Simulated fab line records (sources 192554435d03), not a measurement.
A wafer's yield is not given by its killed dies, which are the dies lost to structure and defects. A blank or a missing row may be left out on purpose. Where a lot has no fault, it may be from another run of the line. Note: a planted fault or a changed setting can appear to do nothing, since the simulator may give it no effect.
Chamber matching :: flow n5 finfet :: 4 sister chambers for N5_BEOL_M10_DESCUM_33 on rie diel-01
The step chemistry O2, time 7.9 s. 16 wafers are shown with their chamber, then 8 later ones without.

EACH WAFER AND ITS CHAMBER
wafer: L081.3
chamber: 2
throttle valve pct (%): 20.56
showerhead plenum p Torr (Torr): 2.17
oes product au (a.u.): 0.96

wafer: L081.4
chamber: 0
throttle valve pct (%): 20.14
showerhead plenum p Torr (Torr): 2.21
oes product au (a.u.): 0.81

wafer: L081.6
chamber: 3
throttle valve pct (%): 20.07
showerhead plenum p Torr (Torr): 2.02
oes product au (a.u.): 0.84

wafer: L083.2
chamber: 3
throttle valve pct (%): 20.07
showerhead plenum p Torr (Torr): 2.02
oes product au (a.u.): 0.82

wafer: L083.5
chamber: 0
throttle valve pct (%): 20.15
showerhead plenum p Torr (Torr): 2.20
oes product au (a.u.): 0.79

wafer: L083.6
chamber: 3
throttle valve pct (%): 20.08
showerhead plenum p Torr (Torr): 2.02
oes product au (a.u.): 0.81

wafer: L086.1
chamber: 2
throttle valve pct (%): 20.57
showerhead plenum p Torr (Torr): 2.16
oes product au (a.u.): 0.92

wafer: L086.2
chamber: 0
throttle valve pct (%): 20.16
showerhead plenum p Torr (Torr): 2.20
oes product au (a.u.): 0.80

wafer: L086.3
chamber: 1
throttle valve pct (%): 20.62
showerhead plenum p Torr (Torr): 2.15
oes product au (a.u.): 0.71

wafer: L087.1
chamber: 2
throttle valve pct (%): 20.56
showerhead plenum p Torr (Torr): 2.16
oes product au (a.u.): 0.93

wafer: L087.2
chamber: 0
throttle valve pct (%): 20.14
showerhead plenum p Torr (Torr): 2.20
oes product au (a.u.): 0.80

wafer: L087.5
chamber: 1
throttle valve pct (%): 20.62
showerhead plenum p Torr (Torr): 2.15
oes product au (a.u.): 0.72

wafer: L088.1
chamber: 3
throttle valve pct (%): 20.09
showerhead plenum p Torr (Torr): 2.02
oes product au (a.u.): 0.81

wafer: L088.2
chamber: 1
throttle valve pct (%): 20.62
showerhead plenum p Torr (Torr): 2.15
oes product au (a.u.): 0.72

wafer: L088.3
chamber: 0
throttle valve pct (%): 20.15
showerhead plenum p Torr (Torr): 2.20
oes product au (a.u.): 0.79

wafer: L088.4
chamber: 2
throttle valve pct (%): 20.57
showerhead plenum p Torr (Torr): 2.16
oes product au (a.u.): 0.91

SIGNATURES, as means of the wafers listed above
reading: throttle valve pct
chamber 0: 20.1480
chamber 1: 20.6200
chamber 2: 20.5650
chamber 3: 20.0775
scatter within a chamber: 0.00739

reading: showerhead plenum p Torr
chamber 0: 2.2020
chamber 1: 2.1500
chamber 2: 2.1625
chamber 3: 2.0200
scatter within a chamber: 0.00359

reading: oes product au
chamber 0: 0.7980
chamber 1: 0.7167
chamber 2: 0.9300
chamber 3: 0.8200
scatter within a chamber: 0.014
Rule: for each reading, subtract the chamber's mean from the wafer's reading, divide by that reading's scatter and square the result; add these up over the readings and take the root, which gives the wafer's distance from the chamber. The wafer belongs to the nearest chamber; if the next one is less than 2 further off, it can't be placed. The scatter: take each reading less its chamber's mean, square it, sum over the shown wafers, divide by the number of wafers less the number of chambers, and take the root.

WAFERS WITH NO CHAMBER GIVEN
wafer: L088.5
throttle valve pct (%): 20.08
showerhead plenum p Torr (Torr): 2.02
oes product au (a.u.): 0.81

wafer: L088.6
throttle valve pct (%): 20.58
showerhead plenum p Torr (Torr): 2.16
oes product au (a.u.): 0.91

wafer: L092.2
throttle valve pct (%): 20.60
showerhead plenum p Torr (Torr): 2.16
oes product au (a.u.): 0.89

wafer: L092.4
throttle valve pct (%): 20.09
showerhead plenum p Torr (Torr): 2.01
oes product au (a.u.): 0.81

wafer: L092.5
throttle valve pct (%): 20.59
showerhead plenum p Torr (Torr): 2.16
oes product au (a.u.): 0.90

wafer: L096.1
throttle valve pct (%): 20.20
showerhead plenum p Torr (Torr): 2.19
oes product au (a.u.): 0.76

wafer: L096.3
throttle valve pct (%): 20.65
showerhead plenum p Torr (Torr): 2.15
oes product au (a.u.): 0.86

wafer: L096.4
throttle valve pct (%): 20.14
showerhead plenum p Torr (Torr): 2.01
oes product au (a.u.): 0.79

CHAMBER TAKEN BY EACH
wafer: L088.5
from the rows above: 3
in truth: 3

wafer: L088.6
from the rows above: 2
in truth: 2

wafer: L092.2
from the rows above: 2
in truth: 2

wafer: L092.4
from the rows above: 3
in truth: 3

wafer: L092.5
from the rows above: 2
in truth: 2

wafer: L096.1
from the rows above: 0
in truth: 0

wafer: L096.3
from the rows above: can't be placed: 1 or 2
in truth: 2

wafer: L096.4
from the rows above: 3
in truth: 3
7 of 8 placed correctly. Can't be placed from these rows: 1 (the true chamber is among the candidates in 1). Wrongly placed: 0.
